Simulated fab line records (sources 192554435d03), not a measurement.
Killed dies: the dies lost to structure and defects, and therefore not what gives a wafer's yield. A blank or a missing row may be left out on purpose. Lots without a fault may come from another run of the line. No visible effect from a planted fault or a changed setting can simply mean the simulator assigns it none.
Matching of chambers + flow n5 finfet + pecvd-02 running N5_BEOL_M0_SAQP_PECVD_04: 3 sister chambers
The step deposits a-Si from SiH4/He, target thk 60 nm, time 60.2 s. 6 wafers are shown with their chamber, then 7 later ones without.

WAFERS, EACH WITH ITS CHAMBER
| wafer  | chamber | throttle valve pct (%) | showerhead vpp V (V) |
|--------|---------|------------------------|----------------------|
| L077.1 | 0       | 17.7                   | 595                  |
| L077.6 | 1       | 18.2                   | 599                  |
| L078.1 | 0       | 17.8                   | 602                  |
| L078.4 | 1       | 18.2                   | 589                  |
| L091.2 | 2       | 16.6                   | 649                  |
| L091.4 | 2       | 16.5                   | 636                  |

WAFERS WITH NO CHAMBER GIVEN
| wafer  | throttle valve pct (%) | showerhead vpp V (V) |
|--------|------------------------|----------------------|
| L091.6 | 18.2                   | 598                  |
| L092.2 | 16.7                   | 649                  |
| L092.3 | 18.0                   | 596                  |
| L092.5 | 16.5                   | 637                  |
| L096.3 | 16.5                   | 635                  |
| L096.4 | 16.6                   | 642                  |
| L096.5 | 18.1                   | 593                  |

EACH ONE'S CHAMBER
| wafer  | from the rows above     | in truth                   |
|--------|-------------------------|----------------------------|
| L091.6 | 1                       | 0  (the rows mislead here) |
| L092.2 | 2                       | 2                          |
| L092.3 | can't be placed: 1 or 0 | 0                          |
| L092.5 | 2                       | 2                          |
| L096.3 | 2                       | 2                          |
| L096.4 | 2                       | 2                          |
| L096.5 | 1                       | 1                          |
Placed correctly: 5 of 7. These rows do not allow placing 1 (true chamber among the candidates in 1). 1 placed wrongly.
How it was worked out, from the rows above alone: a wafer's distance from a chamber is the root of the sum, over the readings, of the square of ((its reading less the chamber's mean) divided by the reading's scatter). The wafer belongs to the nearest chamber; if the next one is less than 2 further off, it can't be placed. A chamber's mean is the mean of its shown wafers. How the scatter is found: for the shown wafers, subtract from each reading the mean of its chamber, square and add these, divide the total by (wafers less chambers), then take the root.
